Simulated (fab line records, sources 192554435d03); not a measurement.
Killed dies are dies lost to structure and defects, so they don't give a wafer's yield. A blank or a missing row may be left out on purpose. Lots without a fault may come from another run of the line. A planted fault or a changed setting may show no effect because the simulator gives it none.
fab line records | flow n5_finfet
record lots=7 wafers=39
route steps=1938 shown BEOL_M13@1673 BEOL_M15@1827 MIM_BOT_LITHO@1860
start_h: hours from the record's first day to the start of the lot's first wafer shown | wait_h: hours since the lot's step before | " the same as in the row above | L1.1+2: a row that stands for several wafers | - no value, or no start given | * or withheld: withheld | < > ~ a bound
route shown NAME@n: a module of which the file shows steps, and the number in the route of the first | usual: mean/standard deviation of fault-free wafers | same: alike in all rows | chamber/n: place in a boat | sites: the reading at each site | _std_site: their standard deviation | _edge_site: outer sites' mean less inner sites' | radius_mm: how far each site lies from the wafer's centre | mask NAME#n: copy n | behind: the tool/chamber that last shaped the wafer | hold: why the lot was held/for how many hours/how that ended | device: the transistor (n, p or np) that didn't switch | end of line: the same wafers' tests at the end of the route | a step without rows: its recipe alone | killed: dies lost to structure and defects at the first sort, not the wafer's yield | map: a wafer's dies, x killed, . not, _ none there
set.NAME: the setting as run; set.NAME@STEP: as run at that earlier step | model.NAME: the simulator's own value behind a step, which no gauge read
lots whose settings were changed on purpose; a table a step, a row a wafer
## steps
# step N5_BEOL_M13_ETCH_59
# recipe chemistry=N2/H2 target=BARC target_depth_a=890 overetch_a=267 time_s=67.9 ion_energy_ev=200 pressure_mtorr=30 source_w=840 bias_w=150 n2_flow_sccm=200 h2_flow_sccm=200
# columns lot.wafer tool chamber start_h wait_h set.time_s model.coat_of_BEOL_M13_COAT_04.thk_nm
L083.1+6 rie_diel-02 0 297.91 0.0 67.9 319.6
L083.2 " 3 " " 67.9 319
L083.3+4 " 1,2 " " 67.9 317.6
L083.5 " 1 " " 67.9 317.2
L080.1 rie_diel-02 3 310.68 0.0 104.6 280.2
L080.2 " 2 " " 104.6 280.4
L080.3 " 1 " " 67.9 316.2
L080.4 " 2 " " 67.9 316
L080.5 " 3 " " 67.9 314.4
L080.6 " 1 " " 104.6 279.6
L082.1 rie_diel-04 2 323.95 0.0 67.9 316.8
L082.2 " 3 " " 67.9 315.8
L082.3 " 1 " " 52.65 331.2
L082.4 " 0 " " 52.65 330.2
L082.5 " 3 " " 52.65 329.6
L082.6 " 2 " " 67.9 316
L086.2 rie_diel-04 3 341.07 0.0 67.9 314.8
L086.5 " 3 " " 67.9 314.6
L086.6 " 0 " " 67.9 317.6
L091.1 rie_diel-04 0 370.90 0.0 103.7 283.6
L091.2+5 " 1,2 " " 67.9 316.4
L091.3 " 3 " " 67.9 316
L091.4 " 2 " " 103.7 283.4
L091.6 " 3 " " 103.7 282
L092.1 rie_diel-02 0 371.15 0.0 67.9 315
L092.2 " 2 " " 96.85 289.6
L092.3 " 1 " " 96.85 287.4
L092.4 " 3 " " 96.85 290.4
L092.5 " 3 " " 67.9 315.8
L092.6 " 2 " " 67.9 317.4
L095.1 rie_diel-04 0 380.87 0.0 45.55 338.2
L095.2 " 2 " " 45.55 339
L095.3+4 " 3,1 " " 67.9 316.8
L095.5 " 2 " " 45.55 338
L095.6 " 3 " " 67.9 315
# step N5_BEOL_M13_VIA_ETCH_16
# recipe chemistry=C4F8/O2/Ar target=SiOC pressure_mtorr=30 source_w=3000 bias_w=700 Ar_flow_sccm=400 C4F8_flow_sccm=15 O2_flow_sccm=8 he_inner_torr=15 he_outer_torr=30 target_depth_a=9217 time_s=withheld ion_energy_ev=250 ends=cleared
# columns lot.wafer tool chamber start_h wait_h set.time_s@BEOL_M13_ETCH_59 model.coat_of_BEOL_M13_COAT_04.thk_nm
L083.1 rie_diel-02 0 297.96 0.0 * 77.6
L083.2 " 3 " " * 73.8
L083.3 " 1 " " * 76
L083.4 " 2 " " * 72
L083.5 " 1 " " * 73
L083.6 " 0 " " * 70.6
L080.1 rie_diel-02 3 310.74 0.0 * 34.2
L080.2 " 2 " " * 31.8
L080.3 " 1 " " * 66.4
L080.4 " 2 " " * 65.2
L080.5 " 3 " " * 64.4
L080.6 " 1 " " * 29
L082.1 rie_diel-04 2 324.00 0.0 * 74.8
L082.2 " 3 " " * 70.8
L082.3 " 1 " " * 86.4
L082.4 " 0 " " * 79
L082.5 " 3 " " * 82.2
L082.6 " 2 " " * 66
L086.2 rie_diel-04 3 341.12 0.0 * 72.2
L086.5 " 3 " " * 64.6
L086.6 " 0 " " * 72
L091.1 rie_diel-04 0 370.95 0.0 * 38.6
L091.2 " 1 " " * 69
L091.3 " 3 " " * 67.4
L091.4 " 2 " " * 34.8
L091.5 " 2 " " * 65.4
L091.6 " 3 " " * 32.4
L092.1 rie_diel-02 0 371.20 0.0 * 69.8
L092.2 " 2 " " * 44.6
L092.3 " 1 " " * 43.6
L092.4 " 3 " " * 43.2
L092.5 " 3 " " * 69.2
L092.6 " 2 " " * 72.2
L095.1 rie_diel-04 0 380.92 0.0 * 93.6
L095.2 " 2 " " * 95
L095.3 " 3 " " * 72.8
L095.4 " 1 " " * 67.4
L095.5 " 2 " " * 91.2
L095.6 " 3 " " * 65
# step N5_BEOL_M13_STRIP_63
# recipe chemistry=N2/H2 power_w=1000 temp_c=250 h2_frac=0.65 overash_fraction=0.3 pressure_mtorr=1000 n2_flow_sccm=1750 h2_flow_sccm=3250
# usual oes_product_au=0.674/0.0048 strip_time_to_endpoint_s=27.6/1
# columns lot.wafer tool chamber start_h wait_h set.time_s@BEOL_M13_ETCH_59 oes_product_au strip_time_to_endpoint_s
L083.1 plasma_asher-02 1 298.19 - 67.9 0.667 29.9
L083.2 " 0 " " 67.9 0.677 28.8
L083.3 " 1 " " 67.9 0.678 29.4
L083.4 " 0 " " 67.9 0.672 28.2
L083.5 " 1 " " 67.9 0.673 28.6
L083.6 " 0 " " 67.9 0.679 27.8
L080.1 plasma_asher-02 0 310.97 - 104.6 0.648 16.5
L080.2 " 1 " " 104.6 0.652 15.7
L080.3 " 1 " " 67.9 0.667 26.6
L080.4 " 0 " " 67.9 0.671 26.3
L080.5 " 1 " " 67.9 0.668 26.0
L080.6 " 0 " " 104.6 0.641 14.7
L082.1 plasma_asher-02 1 324.24 - 67.9 0.672 29.1
L082.2 " 0 " " 67.9 0.678 27.9
L082.3 " 1 " " 52.65 0.680 32.4
L082.4 " 0 " " 52.65 0.678 30.3
L082.5 " 1 " " 52.65 0.685 31.2
L082.6 " 0 " " 67.9 0.678 26.5
L086.2 plasma_asher-01 1 341.54 - 67.9 0.672 28.4
L086.5 " 1 " " 67.9 0.671 26.0
L086.6 " 0 " " 67.9 0.668 28.2
L091.1 plasma_asher-02 0 371.19 - 103.7 0.658 18.0
L091.2 " 1 " " 67.9 0.669 27.4
L091.3 " 0 " " 67.9 0.672 26.9
L091.4 " 1 " " 103.7 0.651 16.7
L091.5 " 0 " " 67.9 0.672 26.3
L091.6 " 1 " " 103.7 0.643 15.8
L092.1 plasma_asher-02 0 371.44 - 67.9 0.671 27.6
L092.2 " 1 " " 96.85 0.659 19.9
L092.3 " 1 " " 96.85 0.659 19.6
L092.4 " 0 " " 96.85 0.646 19.4
L092.5 " 1 " " 67.9 0.678 27.5
L092.6 " 0 " " 67.9 0.677 28.3
L095.1 plasma_asher-01 0 381.15 - 45.55 0.683 34.4
L095.2 " 1 " " 45.55 0.680 34.8
L095.3 " 1 " " 67.9 0.677 28.5
L095.4 " 0 " " 67.9 0.673 26.9
L095.5 " 1 " " 45.55 0.685 33.8
L095.6 " 0 " " 67.9 0.667 26.2
# step N5_BEOL_M13_STRIP_64
# recipe chemistry=N2/H2 power_w=1000 temp_c=250 h2_frac=0.65 overash_fraction=0.3 pressure_mtorr=withheld n2_flow_sccm=1750 h2_flow_sccm=3250
# step N5_BEOL_M13_STRIP_71
# recipe chemistry=post_etch_residue_remover time_s=60 temp_c=25 remover_ph=withheld remover_water_wt_pct=withheld remover_fluoride_wt_pct=withheld
# step N5_BEOL_M13_SRD_72
# recipe time_s=30 temp_c=23 rinse_liquid=diw dry=n2_spin spin_rpm=1500 dry_time_s=30
# step N5_BEOL_M13_CD_MEAS_17
# recipe target_cd_nm=190 polarity=opening
# usual cd_nm=189.0/1.9
# columns lot.wafer tool chamber start_h wait_h set.time_s@BEOL_M13_ETCH_59 cd_nm
L083.1 cd_sem-02 - 298.40 0.0 67.9 191.3
L083.2 " - " " 67.9 190.7
L083.3 " - " " 67.9 191.3
L083.4 " - " " 67.9 189.2
L083.5 " - " " 67.9 189.4
L083.6 " - " " 67.9 189.0
L080.1 cd_sem-01 - 311.18 0.0 104.6 195.3
L080.2 " - " " 104.6 194.3
L080.3 " - " " 67.9 188.9
L080.4 " - " " 67.9 187.4
L080.5 " - " " 67.9 189.1
L080.6 " - " " 104.6 195.0
L082.1 cd_sem-01 - 324.45 0.0 67.9 -
L082.2 " - " " 67.9 -
L082.3 " - " " 52.65 187.4
L082.4 " - " " 52.65 -
L082.5 " - " " 52.65 -
L082.6 " - " " 67.9 -
L086.2 cd_sem-03 - 341.75 0.0 67.9 190.2
L086.5 " - " " 67.9 189.2
L086.6 " - " " 67.9 189.1
L091.1 cd_sem-03 - 371.39 0.0 103.7 -
L091.2 " - " " 67.9 188.1
L091.3 " - " " 67.9 188.8
L091.4 " - " " 103.7 -
L091.5 " - " " 67.9 -
L091.6 " - " " 103.7 195.6
L092.1 cd_sem-02 - 371.65 0.0 67.9 191.0
L092.2 " - " " 96.85 196.6
L092.3 " - " " 96.85 195.9
L092.4 " - " " 96.85 194.9
L092.5 " - " " 67.9 192.0
L092.6 " - " " 67.9 191.9
L095.1 cd_sem-02 - 381.36 0.0 45.55 185.1
L095.2 " - " " 45.55 186.3
L095.3 " - " " 67.9 190.0
L095.4 " - " " 67.9 187.0
L095.5 " - " " 45.55 185.6
L095.6 " - " " 67.9 189.0
# step N5_BEOL_M15_DEP_53
# recipe material=SiCN target_thk_a=500 temp_c=withheld precursor=3MS/NH3 pressure_torr=3 rf_w=675 time_s=17.8
# columns lot.wafer tool chamber start_h wait_h set.time_s model.SiCN_of_BEOL_M15_DEP_53.thk_nm
L083.1 pecvd-04 1 312.72 0.0 17.8 50
L083.2 " 0 " " 17.8 50.6
L083.3 " 2 " " 17.8 49.8
L083.4+6 " 2,1 " " 22.37 63.4
L083.5 " 0 " " 22.37 64
L080.1 pecvd-01 1 329.80 0.0 17.8 49.4
L080.2 " 0 " " 27 74.6
L080.3 " 1 " " 27 75.4
L080.4+5 " 0 " " 17.8 50
L080.6 " 1 " " 27 75
L082.1+6 pecvd-01 1,2 342.03 0.0 17.8 49.8
L082.2 " 2 " " 22.58 63
L082.3 " 0 " " 22.58 62.8
L082.4 " 1 " " 17.8 51
L082.5 " 0 " " 22.58 63.4
L086.2 pecvd-02 0 357.30 0.0 17.8 50
L086.5 " 1 " " 17.8 50.6
L086.6 " 0 " " 17.8 51
L092.1+2 pecvd-04 1,0 387.37 0.0 17.8 49
L092.3 " 2 " " 9.715 27
L092.4 " 2 " " 17.8 49.8
L092.5 " 0 " " 9.715 28
L092.6 " 1 " " 9.715 27.4
L091.1+2 pecvd-01 1,2 391.81 0.0 17.8 49.4
L091.3+5 " 0,1 " " 17.8 50
L091.4 " 0 " " 17.8 50.4
L091.6 " 2 " " 17.8 50.2
L095.1 pecvd-02 2 397.99 0.0 17.8 50
L095.2 " 0 " " 17.8 50.2
L095.3+4 " 2,0 " " 17.8 50.6
L095.5 " 0 " " 17.8 50.8
L095.6 " 2 " " 17.8 50.4
# step N5_MIM_BOT_LITHO_DEVELOP_07
# recipe develop_time_s=60 rinse_liquid=diw dry=air_spin dev_temp_c=21
# columns lot.wafer tool chamber start_h wait_h set.develop_time_s
L083.1+3+4 litho_track-01 0 - - 60
L083.2+5+6 " 0 " " 71.13
L080.1+3+6 litho_track-02 0 - - 60
L080.2+4+5 " 0 " " 48.43
L082.1+3+5 litho_track-02 0 - - 39.43
L082.2+4+6 " 0 " " 60
L086.2+5+6 litho_track-04 0 - - 60
L092.1+3+4 litho_track-04 0 - - 76.5
L092.2+5+6 " 0 " " 60
L091.1+3+6 litho_track-02 0 - - 78.53
L091.2+4+5 " 0 " " 60
L095.1+2+3+4+5+6 litho_track-01 0 - - 60
# step N5_MIM_BOT_LITHO_HARDBAKE_09
# recipe temp_c=130 time_s=120
# step N5_MIM_BOT_LITHO_CD_MEAS_08
# recipe target_cd_nm=3000 landing_energy_ev=500 detector=se_inlens polarity=opening
# usual cd_nm=3000.3/1.7
# columns lot.wafer tool chamber start_h wait_h set.develop_time_s@MIM_BOT_LITHO_DEVELOP_07 cd_nm
L083.1 cd_sem-02 0 319.06 - 60 2998.0
L083.2 " 0 " " 71.13 2999.8
L083.3 " 0 " " 60 2998.6
L083.4 " 0 " " 60 2997.8
L083.5 " 0 " " 71.13 3001.2
L083.6 " 0 " " 71.13 3002.3
L080.1 cd_sem-03 0 335.89 - 60 2999.4
L080.2 " 0 " " 48.43 2997.1
L080.3 " 0 " " 60 2999.8
L080.4 " 0 " " 48.43 2995.8
L080.5 " 0 " " 48.43 2997.3
L080.6 " 0 " " 60 2998.6
L082.1 cd_sem-03 0 346.84 - 39.43 -
L082.2 " 0 " " 60 -
L082.3 " 0 " " 39.43 2991.0
L082.4 " 0 " " 60 -
L082.5 " 0 " " 39.43 -
L082.6 " 0 " " 60 -
L086.2 cd_sem-01 0 360.90 - 60 3003.9
L086.5 " 0 " " 60 3003.6
L086.6 " 0 " " 60 3004.6
L092.1 cd_sem-03 0 394.40 - 76.5 3006.9
L092.2 " 0 " " 60 3000.4
L092.3 " 0 " " 76.5 3005.9
L092.4 " 0 " " 76.5 3006.2
L092.5 " 0 " " 60 3001.4
L092.6 " 0 " " 60 3001.6
L091.1 cd_sem-03 0 395.66 - 78.53 -
L091.2 " 0 " " 60 3000.1
L091.3 " 0 " " 78.53 3006.2
L091.4 " 0 " " 60 -
L091.5 " 0 " " 60 -
L091.6 " 0 " " 78.53 3004.6
L095.1 cd_sem-01 0 402.63 - 60 2999.6
L095.2 " 0 " " 60 3001.0
L095.3 " 0 " " 60 2999.7
L095.4 " 0 " " 60 2997.9
L095.5 " 0 " " 60 3000.5
L095.6 " 0 " " 60 3000.0
## key
split step=N5_BEOL_M13_ETCH_59 setting=time_s stated=67.9 by=wafer
response step=N5_BEOL_M13_ETCH_59 reading=model.coat_of_BEOL_M13_COAT_04.thk_nm change=-0.644 per=1% r=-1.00
response step=N5_BEOL_M13_VIA_ETCH_16 reading=model.coat_of_BEOL_M13_COAT_04.thk_nm change=-0.629 per=1% r=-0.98
response step=N5_BEOL_M13_STRIP_63 reading=oes_product_au change=-0.000391 per=1% r=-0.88
response step=N5_BEOL_M13_STRIP_63 reading=strip_time_to_endpoint_s change=* per=1% r=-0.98
response step=N5_BEOL_M13_CD_MEAS_17 reading=cd_nm change=+0.112 per=1% r=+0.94
split step=N5_BEOL_M15_DEP_53 setting=time_s stated=17.8 by=wafer
response step=N5_BEOL_M15_DEP_53 reading=model.SiCN_of_BEOL_M15_DEP_53.thk_nm change=+0.488 per=1% r=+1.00
split step=N5_MIM_BOT_LITHO_DEVELOP_07 setting=develop_time_s stated=60 by=wafer
response step=N5_MIM_BOT_LITHO_CD_MEAS_08 reading=cd_nm change=+0.168 per=1% r=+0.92
